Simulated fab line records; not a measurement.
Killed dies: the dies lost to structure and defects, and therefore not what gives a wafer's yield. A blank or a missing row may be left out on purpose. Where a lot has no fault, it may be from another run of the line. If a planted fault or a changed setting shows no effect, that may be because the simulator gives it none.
Chamber matching	flow n5Finfet	N5_GATE_CUT_CMP_02 on cmp-02: 4 sister chambers
The step polishes, stops on SiO2, t overpolish 12.7 s, target thk 0 nm. 4 wafers are shown with their chamber, then 8 later ones without.

== WAFERS PAIRED WITH THEIR CHAMBERS ==
wafer	chamber	motorCurrentA (A)
L084.5	3	9.3
L088.1	1	9.9
L088.6	2	8.7
L089.1	0	8.9

== WAFERS WITHOUT THEIR CHAMBER ==
wafer	motorCurrentA (A)
L089.3	8.4
L089.5	8.3
L094.1	9.7
L094.5	8.3
L094.6	9.9
L097.2	9.9
L097.3	9.5
L097.6	10.3

== WHICH CHAMBER EACH WENT THROUGH ==
wafer	from the rows above	in truth
L089.3	can't be placed: 2 or 0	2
L089.5	can't be placed: 2 or 0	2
L094.1	can't be placed: 1 or 3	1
L094.5	can't be placed: 2 or 0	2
L094.6	1	1
L097.2	1	1
L097.3	can't be placed: 3 or 1 or 0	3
L097.6	1	1
3 of 8 placed correctly. Can't be placed from these rows: 5 (the true chamber is among the candidates in 5). 0 placed wrongly.
How it was worked out, from the rows above alone: a wafer's distance from a chamber is the root of the sum, over the readings, of the square of ((its reading less the chamber's mean) divided by the reading's scatter). The wafer belongs to the nearest chamber; if the next one is less than 2 further off, it can't be placed. A chamber's mean is the mean of its shown wafers. The scatter (one wafer shown for each chamber): square how far every hidden wafer sits from the nearest shown wafer, average those squares and take the square root.
